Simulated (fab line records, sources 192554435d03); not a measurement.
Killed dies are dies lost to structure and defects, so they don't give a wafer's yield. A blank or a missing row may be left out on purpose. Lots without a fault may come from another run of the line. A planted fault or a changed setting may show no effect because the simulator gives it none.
fab line records | flow n5_finfet
record lots=5 wafers=15 last_day=18
route steps=1938 shown BEOL_M4@1099 BEOL_M5@1112 BEOL_M8@1395 PASSIVATION@1936
lots that met no fault: from a run of the same line without faults
start_h: hours from the record's first day to the start of the lot's first wafer shown | wait_h: hours since the lot's step before | " the same as in the row above | L1.1+2: a row that stands for several wafers | - no value, or no start given | * or withheld: withheld | < > ~ a bound
route shown NAME@n: a module of which the file shows steps, and the number in the route of the first | usual: mean/standard deviation of fault-free wafers | same: alike in all rows | chamber/n: place in a boat | sites: the reading at each site | _std_site: their standard deviation | _edge_site: outer sites' mean less inner sites' | radius_mm: how far each site lies from the wafer's centre | mask NAME#n: copy n | behind: the tool/chamber that last shaped the wafer | hold: why the lot was held/for how many hours/how that ended | device: the transistor (n, p or np) that didn't switch | end of line: the same wafers' tests at the end of the route | a step without rows: its recipe alone | killed: dies lost to structure and defects at the first sort, not the wafer's yield | map: a wafer's dies, x killed, . not, _ none there
set.NAME: the setting as run; set.NAME@STEP: as run at that earlier step | model.NAME: the simulator's own value behind a step, which no gauge read
lots at some steps of the route; a table a step, a row a wafer
services: from which hour (start_h, from the record's first day; less than 0 if before it) a tool's chamber was out of use, for how many hours, and why
## steps
# step N5_BEOL_M4_ANNEAL_95
# recipe temp_c=400 time_s=240 ambient=vacuum
# step N5_BEOL_M4_SPUTTER_96
# recipe material=Cu target_thk_a=45 temp_c=-20 chamber_pressure_pa=0.07 power_w=withheld time_s=8.29
# step N5_BEOL_M4_ECD_50
# recipe material=Cu target_thk_a=3000
# step N5_BEOL_M4_ANNEAL_51
# recipe temp_c=225 time_s=90 ambient=N2
# step N5_BEOL_M4_CMP_52
# recipe stop_on=SiOC t_overpolish_s=6.8 down_force_psi=1 platen_rpm=50 clearing_platen_down_force_psi=1.5 clearing_platen_rpm=50 post_cmp_clean=cu_alkaline target_thk_nm=40 clearing_platen_pad_velocity_m_s=0.99484 pad_velocity_m_s=0.99484
# step N5_BEOL_M4_PRE_CLEAN_60
# recipe gas=NH3/H2 time_s=15 temp_c=* rf_power_w=300
# step N5_BEOL_M4_CO_CAP_55
# recipe material=Co target_thk_a=20 temp_c=200 precursor=CCTBA/H2 pressure_torr=30 time_s=102.1
# step N5_BEOL_M4_PRE_CLEAN_56
# recipe gas=NH3 time_s=15 temp_c=withheld rf_power_w=300
# step N5_BEOL_M4_DEP_57
# recipe material=SiCN target_thk_a=80 temp_c=withheld precursor=3MS/NH3 pressure_torr=3 rf_w=202 time_s=14
# step N5_BEOL_M4_RC_MEAS_101
# usual DIBL_N=35.9/1.4 DIBL_P=35.9/1.7 IOFF_N=0.155/0.023 IOFF_P=0.201/0.029 ION_N=672/8.8 ION_P=460/7 SS_N=71.6/0.48 SS_P=73.1/0.64 VT_N=250.0/3 VT_P=-251.6/3
# columns lot.wafer tool chamber start_h wait_h DIBL_N[mV/V] DIBL_P[mV/V] IOFF_N[nA/um] IOFF_P[nA/um] ION_N[uA/um] ION_P[uA/um] SS_N[mV/dec] SS_P[mV/dec] VT_N[mV] VT_P[mV]
L693.1 prober-02 0 169.92 0.0 36.7 37.4 0.166 0.228 681 468 71.8 74.1 247.3 -252.9
L693.2 " 0 " " 35.2 35.4 0.147 0.202 667 463 71.2 73.3 247.9 -247.9
L693.6 " 0 " " 34.5 34.3 0.128 0.178 674 464 70.9 73.0 252.8 -253.0
L704.1 prober-01 0 248.38 0.0 35.2 37.6 0.181 0.236 675 470 71.9 73.9 246.2 -250.2
L704.3 " 0 " " 33.8 36.1 0.148 0.212 672 468 72.0 72.9 249.1 -249.2
L704.5 " 0 " " 34.0 36.5 0.150 0.210 680 467 71.3 72.2 249.6 -248.4
L706.3 prober-02 0 249.19 0.3 38.1 36.6 0.178 0.243 694 474 71.7 73.1 244.7 -246.3
L706.4 " 0 " " 37.1 35.4 0.162 0.222 675 465 71.7 73.0 247.2 -249.9
L706.5 " 0 " " 35.4 34.6 0.144 0.210 684 472 70.8 72.4 251.5 -248.4
L707.2 prober-01 0 252.21 0.2 36.8 36.7 0.185 0.249 686 468 71.7 73.3 244.7 -246.1
L707.3 " 0 " " 36.7 36.6 0.178 0.247 675 466 71.5 73.5 247.9 -248.8
L707.5 " 0 " " 36.7 36.6 0.183 0.241 679 472 72.0 72.8 245.7 -248.7
L716.1 prober-02 0 311.49 0.0 34.9 34.0 0.134 0.199 669 469 71.5 72.6 254.6 -251.2
L716.5 " 0 " " 35.8 34.6 0.145 0.206 670 463 72.1 73.7 249.8 -252.6
L716.6 " 0 " " 35.1 34.6 0.141 0.203 667 459 71.2 72.7 251.0 -249.2
# step N5_BEOL_M5_ILD_DEP_00
# recipe material=SiCOH_lowk target_thk_a=1406.4 temp_c=300 precursor=DEMS/porogen pressure_torr=5 rf_w=500 time_s=25.9
# step N5_BEOL_M5_CURE_79
# recipe temp_c=385 time_s=240 ambient=He/Ar material=SiCOH_lowk
# step N5_BEOL_M5_PECVD_70
# recipe material=SiO2 target_thk_a=160 temp_c=400 precursor=TEOS/O2 pressure_torr=5.5 rf_w=450 teos_flow_sccm=53.8 gas=O2 flow_sccm=3000 time_s=18
# step N5_BEOL_M5_HM_DEP_02
# recipe material=TiN target_thk_a=200 temp_c=25 chamber_pressure_pa=0.49996
# step N5_BEOL_M5_COAT_59
# recipe resist=SOC temp_c=250 time_s=60 spin_rpm=1500 resist_thk_nm=60
# step N5_BEOL_M5_COAT_60
# recipe resist=SiARC temp_c=220 time_s=60 spin_rpm=1500 resist_thk_nm=12
# step N5_BEOL_M5_COAT_71
# recipe resist=underlayer temp_c=205 time_s=60 spin_rpm=1500 resist_thk_nm=5
# step N5_BEOL_M5_COAT_05
# recipe resist=CAR-EUV spin_rpm=1500 resist_thk_nm=30
# step N5_BEOL_M5_EBR_07
# recipe solvent=PGMEA ebr_width_mm=1.5
# step N5_BEOL_M5_SOFTBAKE_06
# recipe temp_c=110 time_s=60 resist=CAR-EUV
# step N5_BEOL_M5_EXPOSE_08
# recipe mask_id=M5 na=0.33 source_shape=annular sigma_inner=0.4 sigma_outer=0.8 polarization=unpolarized target_cd_nm=28 dose_mj=35.75
# step N5_BEOL_M5_PEB_09
# recipe peb_temp_c=100 peb_time_s=60 resist=CAR-EUV
# step N5_BEOL_M5_DEVELOP_10
# recipe develop_time_s=30 developer=TMAH resist=CAR-EUV rinse_liquid=surfactant_rinse dry=air_spin dev_temp_c=23
# step N5_BEOL_M5_DESCUM_16
# recipe chemistry=O2 time_s=7 source_power_w=50 bias_power_w=20 pressure_mtorr=20 rf_frequency_hz=2.712e+07 temp_c=40 resist=CAR-EUV o2_flow_sccm=225
# step N5_BEOL_M5_ETCH_72
# recipe chemistry=N2/H2 target=underlayer target_depth_a=65 mask_material=CAR-EUV time_s=5.2 ion_energy_ev=200 pressure_mtorr=30 source_w=840 bias_w=150 n2_flow_sccm=200 h2_flow_sccm=200 ends=cleared
# step N5_BEOL_M5_ETCH_61
# recipe chemistry=CF4 target=SiARC target_depth_a=156 mask_material=CAR-EUV time_s=26 ion_energy_ev=80 pressure_mtorr=40 source_w=545 bias_w=36 Ar_flow_sccm=100 cf4_flow_sccm=100 ends=cleared
# step N5_BEOL_M5_ETCH_62
# recipe chemistry=N2/H2 target=SOC target_depth_a=750 overetch_a=150 mask_material=SiARC temp_c=40 time_s=112.5 ion_energy_ev=200 pressure_mtorr=30 source_w=840 bias_w=150 n2_flow_sccm=200 h2_flow_sccm=200
# step N5_BEOL_M5_STRIP_63
# recipe chemistry=N2/H2 temp_c=40 n2_flow_sccm=200 h2_flow_sccm=200 rf_frequency_hz=6e+07
# step N5_BEOL_M5_STRIP_73
# recipe chemistry=N2/H2 temp_c=40 n2_flow_sccm=200 h2_flow_sccm=200 rf_frequency_hz=6e+07
# step N5_BEOL_M5_STRIP_64
# recipe chemistry=CF4 resist=SiARC power_w=300 bias_power_w=75 pressure_mtorr=50 cf4_flow_sccm=150 rf_frequency_hz=6e+07
# step N5_BEOL_M5_HM_OPEN_17
# recipe chemistry=Cl2/BCl3 target_depth_a=200 overetch_a=60 target=TiN mask_material=SOC ion_energy_ev=150 pressure_mtorr=10 icp_w=1000 bias_w=126 Cl2_flow_sccm=53.25 bcl3_flow_sccm=21.75 Ar_flow_sccm=25
# step N5_BEOL_M5_STRIP_19
# recipe chemistry=O2 power_w=400 temp_c=40 pressure_mtorr=30 rf_frequency_hz=6e+07 bias_power_w=0 overash_fraction=0.2 o2_flow_sccm=225
# step N5_BEOL_M5_COAT_65
# recipe resist=SOC temp_c=250 time_s=60 spin_rpm=1500 resist_thk_nm=60
# step N5_BEOL_M5_COAT_66
# recipe resist=SiARC temp_c=220 time_s=60 spin_rpm=1500 resist_thk_nm=12
# step N5_BEOL_M8_CMP_52
# recipe stop_on=SiCOH_lowk t_overpolish_s=6.9 down_force_psi=1 platen_rpm=50 clearing_platen_down_force_psi=1.5 clearing_platen_rpm=50 post_cmp_clean=cu_alkaline target_thk_nm=80 clearing_platen_pad_velocity_m_s=0.99484 pad_velocity_m_s=0.99484
# usual barrier_field_endpoint_s=29.0/0.78 clearing_platen_down_force_psi=1.5001/0.0028 clearing_platen_rpm=50.002/0.026 motor_current_A=5.9/0.49 overpolish_run_s=6.900/0.0089 slurry_filter_dp_kPa=13.51/0.14 time_to_endpoint_s=63.3/2.9
# columns lot.wafer tool chamber start_h wait_h barrier_field_endpoint_s clearing_platen_down_force_psi clearing_platen_rpm motor_current_A overpolish_run_s slurry_filter_dp_kPa time_to_endpoint_s model.Cu_of_BEOL_M8_ECD_50.thk_nm model.SiO2_of_BEOL_M8_PECVD_70.thk_nm model.SiCOH_lowk_of_BEOL_M8_ILD_DEP_00.thk_nm
L693.1 cmp-03 3 203.30 0.3 27.7 1.5008 50.032 6.9 6.913 13.53 61.9 82 0 149.8
L693.2 " 0 " " 30.4 1.5040 49.982 6.2 6.889 13.58 70.6 81.6 0 149.8
L693.6 " 2 " " 30.3 1.5025 50.058 6.1 6.904 13.35 70.1 83.8 0 152.6
L704.1 cmp-01 3 290.19 0.3 - - - - - - - 301.8 19.4 152.6
L704.3 " 2 " " - - - - - - - 304.6 19.6 153.2
L704.5 " 3 " " - - - - - - - 306.2 19.8 154.8
L706.3 cmp-01 3 290.91 0.2 - - - - - - - 303 20 151.8
L706.4 " 1 " " - - - - - - - 299.6 20.2 155.2
L706.5 " 2 " " - - - - - - - 299.2 20.4 153.6
L707.3 cmp-03 3 291.55 0.2 - - - - - - - 297.6 19.6 151.2
L707.2 " 2 " " - - - - - - - 298.2 20 150.8
L707.5 " 0 " " - - - - - - - 305.8 19.6 152.2
L716.1 cmp-03 0 352.23 0.3 29.3 1.5002 49.973 6.1 6.890 13.33 63.4 81.8 0 152.8
L716.5 " 2 " " 29.5 1.4996 50.002 5.7 6.907 13.42 63.2 81.2 0 153
L716.6 " 3 " " 28.8 1.5030 49.989 6.9 6.891 13.47 56.2 79.8 0 154.4
# step N5_BEOL_M8_THK_MEAS_53
# recipe thk_meas_gauge=xrf reads=Cu_of_BEOL_M8_ECD_50
# usual M8_THK=78.6/1.9
# columns lot.wafer tool chamber start_h wait_h M8_THK[nm]
L693.1 film_metro-02 - 203.52 - 80.5
L693.2 " - " " 80.0
L693.6 " - " " 82.5
L704.1 film_metro-01 - 290.49 0.3 294.2
L704.3 " - " " 296.4
L704.5 " - " " 298.7
L706.3 film_metro-02 - 291.17 0.2 297.5
L706.4 " - " " 293.5
L706.5 " - " " 294.7
L707.2 film_metro-02 - 291.84 0.1 292.8
L707.3 " - " " 290.3
L707.5 " - " " 300.4
L716.1 film_metro-01 - 352.45 - 81.2
L716.5 " - " " 80.3
L716.6 " - " " 78.6
# step N5_BEOL_M8_RS_MEAS_57
# recipe thk_meas_gauge=four-point-probe reads=Cu_of_BEOL_M8_ECD_50+Co_of_BEOL_M8_CVD_78+TaN_of_BEOL_M8_ALD_77
# usual M8_RS=0.288/0.0082
# columns lot.wafer tool chamber start_h wait_h M8_RS[ohm/sq]
L693.1 film_metro-02 - 203.68 0.1 0.279
L693.2 " - " " 0.280
L693.6 " - " " 0.271
L704.1 film_metro-02 - 290.62 0.1 0.064
L704.3 " - " " 0.064
L704.5 " - " " 0.063
L706.3 film_metro-01 - 291.30 0.1 0.064
L706.4 " - " " 0.065
L706.5 " - " " 0.065
L707.2 film_metro-02 - 291.97 0.1 0.065
L707.3 " - " " 0.065
L707.5 " - " " 0.063
L716.1 film_metro-01 - 352.58 0.1 0.279
L716.5 " - " " 0.281
L716.6 " - " " 0.286
# step N5_BEOL_M8_INSPECT_58
# recipe inspect_instrument=darkfield mode=post_dep
# usual raw_defect_count=66/23
# columns lot.wafer tool chamber start_h wait_h raw_defect_count
L693.1 defect_inspect-01 - 203.71 0.0 115
L693.2 " - " " 51
L693.6 " - " " 63
L704.1 defect_inspect-01 - 290.64 0.0 1217
L704.3 " - " " 1197
L704.5 " - " " 1187
L706.3 defect_inspect-02 - 291.32 0.0 1155
L706.4 " - " " 1133
L706.5 " - " " 1228
L707.2 defect_inspect-01 - 292.00 0.0 1149
L707.3 " - " " 1134
L707.5 " - " " 1143
L716.1 defect_inspect-02 - 352.61 0.0 31
L716.5 " - " " 42
L716.6 " - " " 61
# step N5_PASSIVATION_PROBE_49
# usual defect_limited_yield=91.7/1.5 killed_at_M0_to_M3=30/8.6 killed_at_M4_up=12/4.5 killed_at_contacts=13/5.8 killed_at_front_end=38/11 killed_at_other=4/3 killed_dies=97/17 killed_on_rim=13/3.6 killed_open=63/12 killed_short=32/8.8 sort_bin_5_function=4.8/0.91 sort_bin_6_memory=3.1/0.68 sort_n_pass=1083/17 sort_yield_pct=91.7/1.5
# same gross_dies=1180 killed_at_back_side=0 sort_bin_4_leakage[%]=0 sort_bin_8_speed[%]=0
# columns lot.wafer tool chamber start_h wait_h defect_limited_yield[%] killed_at_M0_to_M3 killed_at_M4_up killed_at_contacts killed_at_front_end killed_at_other killed_dies killed_on_rim killed_open killed_short sort_bin_5_function[%] sort_bin_6_memory[%] sort_n_pass sort_yield_pct[%]
L704.1 prober-02 - 357.00 0.0 0 25 1092 16 47 0 1180 152 70 26 4.9 3.1 0 0
L704.3 prober-02 - 357.10 0.1 0 29 1093 16 42 0 1180 152 64 34 4.7 3.2 0 0
L704.5 prober-02 - 357.20 0.2 0 23 1123 10 24 0 1180 152 48 22 3.9 2.1 0 0
L707.2 prober-01 - 357.54 0.1 0 37 1105 14 22 2 1180 152 68 20 4.8 2.5 0 0
L707.3 prober-01 - 357.59 0.1 0 34 1089 25 27 5 1180 152 75 32 5.2 3.4 0 0
L707.5 prober-01 - 357.69 0.2 0 30 1114 13 22 1 1180 152 62 24 3.6 3.5 0 0
L706.3 prober-02 - 363.53 0.1 0 20 1123 10 22 5 1180 152 47 22 3.5 2.0 0 0
L706.4 prober-02 - 363.58 0.2 0 29 1115 9 27 0 1180 152 57 18 3.6 2.8 0 0
L706.5 prober-02 - 363.63 0.2 0 23 1119 14 21 3 1180 152 53 14 3.5 2.0 0 0
# killed by level:class
L704.1 BEOL_M8:area_cmp=1084 FIN_SAQP:geometric_particle:open=13 MOL_CONTACT_COAG:geometric_particle:open=13 DUMMY_GATE:geometric_particle:open=12 BEOL_M3:geometric_particle:open=10 FIN_SAQP:geometric_particle:short=7 STARTING-WAFER:geometric_particle:short=5 BEOL_M4:geometric_particle:open=4
L704.3 BEOL_M8:area_cmp=1080 FIN_SAQP:geometric_particle:open=16 MOL_CONTACT_COAG:geometric_particle:open=11 STI_FIN_REVEAL:geometric_particle:open=9 BEOL_M0:geometric_particle:short=7 BEOL_M0_SAQP:geometric_particle:open=5 MOL_CONTACT_COAG:geometric_particle:short=5 DUMMY_GATE:geometric_particle:open=4
L704.5 BEOL_M8:area_cmp=1108 MOL_CONTACT_COAG:geometric_particle:open=10 DUMMY_GATE:geometric_particle:open=7 BEOL_M0_SAQP:geometric_particle:short=6 BEOL_M3:geometric_particle:open=5 BEOL_M4:geometric_particle:open=4 BEOL_M4:geometric_particle:short=4 STARTING-WAFER:geometric_particle:open=4
L707.2 BEOL_M8:area_cmp=1092 MOL_CONTACT_COAG:geometric_particle:open=12 BEOL_M0_SAQP:geometric_particle:open=11 STI_FIN_REVEAL:geometric_particle:open=8 BEOL_M2:geometric_particle:open=8 BEOL_M3:geometric_particle:open=7 FIN_SAQP:geometric_particle:open=5 BEOL_M0_SAQP:geometric_particle:short=5
L707.3 BEOL_M8:area_cmp=1073 MOL_CONTACT_COAG:geometric_particle:open=18 BEOL_M3:geometric_particle:open=9 STI_FIN_REVEAL:geometric_particle:open=7 MOL_CONTACT_COAG:geometric_particle:short=7 BEOL_M5:geometric_particle:open=7 BEOL_M0_SAQP:geometric_particle:short=6 BEOL_M1:geometric_particle:open=6
L707.5 BEOL_M8:area_cmp=1094 MOL_CONTACT_COAG:geometric_particle:open=11 BEOL_M2:geometric_particle:open=10 FIN_SAQP:geometric_particle:open=9 BEOL_M0_SAQP:geometric_particle:short=8 BEOL_M1:geometric_particle:open=6 BEOL_M5:geometric_particle:open=5 BEOL_M4:geometric_particle:short=5
L706.3 BEOL_M8:area_cmp=1110 MOL_CONTACT_COAG:geometric_particle:open=8 BEOL_M3:geometric_particle:open=7 BEOL_M0_SAQP:geometric_particle:open=6 BEOL_M6:geometric_particle:open=5 FIN_SAQP:geometric_particle:short=4 BEOL_M0_SAQP:geometric_particle:short=4 STARTING-WAFER:geometric_particle:short=4
L706.4 BEOL_M8:area_cmp=1104 MOL_CONTACT_COAG:geometric_particle:open=8 BEOL_M0_SAQP:geometric_particle:open=6 BEOL_M1:geometric_particle:open=6 STARTING-WAFER:geometric_particle:short=6 BEOL_M3:geometric_particle:open=5 BEOL_M6:geometric_particle:open=5 GATE_CUT:geometric_particle:open=4
L706.5 BEOL_M8:area_cmp=1113 MOL_CONTACT_COAG:geometric_particle:open=12 BEOL_M3:geometric_particle:open=9 STI_FIN_REVEAL:geometric_particle:open=6 BEOL_M0_SAQP:geometric_particle:open=6 FIN_SAQP:geometric_particle:open=4 GATE_CUT:geometric_particle:short=4 BEOL_M2:geometric_particle:open=4
# map L704.1 (x killed, . not)
_________________xxxxxxxxxxxx________________
______________xxxxxxxxxxxxxxxxxx_____________
___________xxxxxxxxxxxxxxxxxxxxxxxx__________
__________xxxxxxxxxxxxxxxxxxxxxxxxxx_________
________xxxxxxxxxxxxxxxxxxxxxxxxxxxxxx_______
_______xxxxxxxxxxxxxxxxxxxxxxxxxxxxxxxx______
______xxxxxxxxxxxxxxxxxxxxxxxxxxxxxxxxxx_____
_____xxxxxxxxxxxxxxxxxxxxxxxxxxxxxxxxxxxx____
____xxxxxxxxxxxxxxxxxxxxxxxxxxxxxxxxxxxxxx___
___xxxxxxxxxxxxxxxxxxxxxxxxxxxxxxxxxxxxxxxx__
___xxxxxxxxxxxxxxxxxxxxxxxxxxxxxxxxxxxxxxxx__
__xxxxxxxxxxxxxxxxxxxxxxxxxxxxxxxxxxxxxxxxxx_
__xxxxxxxxxxxxxxxxxxxxxxxxxxxxxxxxxxxxxxxxxx_
_xxxxxxxxxxxxxxxxxxxxxxxxxxxxxxxxxxxxxxxxxxxx
_xxxxxxxxxxxxxxxxxxxxxxxxxxxxxxxxxxxxxxxxxxxx
_xxxxxxxxxxxxxxxxxxxxxxxxxxxxxxxxxxxxxxxxxxxx
_xxxxxxxxxxxxxxxxxxxxxxxxxxxxxxxxxxxxxxxxxxxx
_xxxxxxxxxxxxxxxxxxxxxxxxxxxxxxxxxxxxxxxxxxxx
_xxxxxxxxxxxxxxxxxxxxxxxxxxxxxxxxxxxxxxxxxxxx
_xxxxxxxxxxxxxxxxxxxxxxxxxxxxxxxxxxxxxxxxxxxx
_xxxxxxxxxxxxxxxxxxxxxxxxxxxxxxxxxxxxxxxxxxxx
__xxxxxxxxxxxxxxxxxxxxxxxxxxxxxxxxxxxxxxxxxx_
__xxxxxxxxxxxxxxxxxxxxxxxxxxxxxxxxxxxxxxxxxx_
___xxxxxxxxxxxxxxxxxxxxxxxxxxxxxxxxxxxxxxxx__
___xxxxxxxxxxxxxxxxxxxxxxxxxxxxxxxxxxxxxxxx__
____xxxxxxxxxxxxxxxxxxxxxxxxxxxxxxxxxxxxxx___
_____xxxxxxxxxxxxxxxxxxxxxxxxxxxxxxxxxxxx____
______xxxxxxxxxxxxxxxxxxxxxxxxxxxxxxxxxx_____
_______xxxxxxxxxxxxxxxxxxxxxxxxxxxxxxxx______
________xxxxxxxxxxxxxxxxxxxxxxxxxxxxxx_______
__________xxxxxxxxxxxxxxxxxxxxxxxxxx_________
___________xxxxxxxxxxxxxxxxxxxxxxxx__________
______________xxxxxxxxxxxxxxxxxx_____________
_________________xxxxxxxxxxxx________________
# map L706.3 (x killed, . not)
_________________xxxxxxxxxxxx________________
______________xxxxxxxxxxxxxxxxxx_____________
___________xxxxxxxxxxxxxxxxxxxxxxxx__________
__________xxxxxxxxxxxxxxxxxxxxxxxxxx_________
________xxxxxxxxxxxxxxxxxxxxxxxxxxxxxx_______
_______xxxxxxxxxxxxxxxxxxxxxxxxxxxxxxxx______
______xxxxxxxxxxxxxxxxxxxxxxxxxxxxxxxxxx_____
_____xxxxxxxxxxxxxxxxxxxxxxxxxxxxxxxxxxxx____
____xxxxxxxxxxxxxxxxxxxxxxxxxxxxxxxxxxxxxx___
___xxxxxxxxxxxxxxxxxxxxxxxxxxxxxxxxxxxxxxxx__
___xxxxxxxxxxxxxxxxxxxxxxxxxxxxxxxxxxxxxxxx__
__xxxxxxxxxxxxxxxxxxxxxxxxxxxxxxxxxxxxxxxxxx_
__xxxxxxxxxxxxxxxxxxxxxxxxxxxxxxxxxxxxxxxxxx_
_xxxxxxxxxxxxxxxxxxxxxxxxxxxxxxxxxxxxxxxxxxxx
_xxxxxxxxxxxxxxxxxxxxxxxxxxxxxxxxxxxxxxxxxxxx
_xxxxxxxxxxxxxxxxxxxxxxxxxxxxxxxxxxxxxxxxxxxx
_xxxxxxxxxxxxxxxxxxxxxxxxxxxxxxxxxxxxxxxxxxxx
_xxxxxxxxxxxxxxxxxxxxxxxxxxxxxxxxxxxxxxxxxxxx
_xxxxxxxxxxxxxxxxxxxxxxxxxxxxxxxxxxxxxxxxxxxx
_xxxxxxxxxxxxxxxxxxxxxxxxxxxxxxxxxxxxxxxxxxxx
_xxxxxxxxxxxxxxxxxxxxxxxxxxxxxxxxxxxxxxxxxxxx
__xxxxxxxxxxxxxxxxxxxxxxxxxxxxxxxxxxxxxxxxxx_
__xxxxxxxxxxxxxxxxxxxxxxxxxxxxxxxxxxxxxxxxxx_
___xxxxxxxxxxxxxxxxxxxxxxxxxxxxxxxxxxxxxxxx__
___xxxxxxxxxxxxxxxxxxxxxxxxxxxxxxxxxxxxxxxx__
____xxxxxxxxxxxxxxxxxxxxxxxxxxxxxxxxxxxxxx___
_____xxxxxxxxxxxxxxxxxxxxxxxxxxxxxxxxxxxx____
______xxxxxxxxxxxxxxxxxxxxxxxxxxxxxxxxxx_____
_______xxxxxxxxxxxxxxxxxxxxxxxxxxxxxxxx______
________xxxxxxxxxxxxxxxxxxxxxxxxxxxxxx_______
__________xxxxxxxxxxxxxxxxxxxxxxxxxx_________
___________xxxxxxxxxxxxxxxxxxxxxxxx__________
______________xxxxxxxxxxxxxxxxxx_____________
_________________xxxxxxxxxxxx________________
## services
# columns tool chamber start_h hours kind
cmp-03 - 196.07 4.0 pm
cmp-01 - 236.01 1.9 repair
cmp-01 - 246.46 1.2 repair
cmp-01 - 250.04 15.5 pm
cmp-03 - 252.05 1.9 repair
cmp-01 - 303.96 3.1 repair
cmp-03 - 308.01 3.7 pm
cmp-03 - 314.98 1.8 repair
cmp-01 - 316.49 4.0 pm
cmp-01 - 320.49 - consumable_replace:conditioner
cmp-01 - 320.49 - consumable_replace:pad
cmp-01 - 325.97 1.0 repair
cmp-03 - 340.49 1.3 repair
## key
first_sign step=N5_BEOL_M8_CMP_52 reading=tool_record direction=missing
effect step=N5_BEOL_M8_THK_MEAS_53 reading=M8_THK direction=up sigmas=99+ usual=78.6 struck=295.4
effect step=N5_BEOL_M8_RS_MEAS_57 reading=M8_RS direction=down sigmas=27 usual=0.288 struck=0.064
effect step=N5_BEOL_M8_INSPECT_58 reading=raw_defect_count direction=up sigmas=49 usual=66 struck=1171
effect step=N5_PASSIVATION_PROBE_49 reading=killed_at_M4_up direction=up sigmas=99+ usual=12 struck=1108
model_effect step=N5_BEOL_M8_CMP_52 value=Cu_of_BEOL_M8_ECD_50.thk_nm without=79.29 struck=301.8
more_kills_born_at N5_BEOL_M8_CMP_52@cmp-01=6599 N5_BEOL_M8_CMP_52@cmp-03=3259
met_at N5_BEOL_M8_CMP_52
struck_wafers L704.1,L704.3,L704.5,L706.3,L706.4,L706.5,L707.2,L707.3,L707.5
later_rows_left_out L704.1,L704.3,L704.5,L706.3,L706.4,L706.5,L707.2,L707.3,L707.5
onset_between 203.30 290.19
fault kind=skipped_step_whole tool=cmp-01,cmp-03 chamber=- onset_h=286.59 steps=N5_BEOL_M8_CMP_52 scope=struck_lots_only
# later_rows_left_out: the simulator's readings of these wafers behind a module that went badly wrong aren't trusted and aren't shown, but for the sort
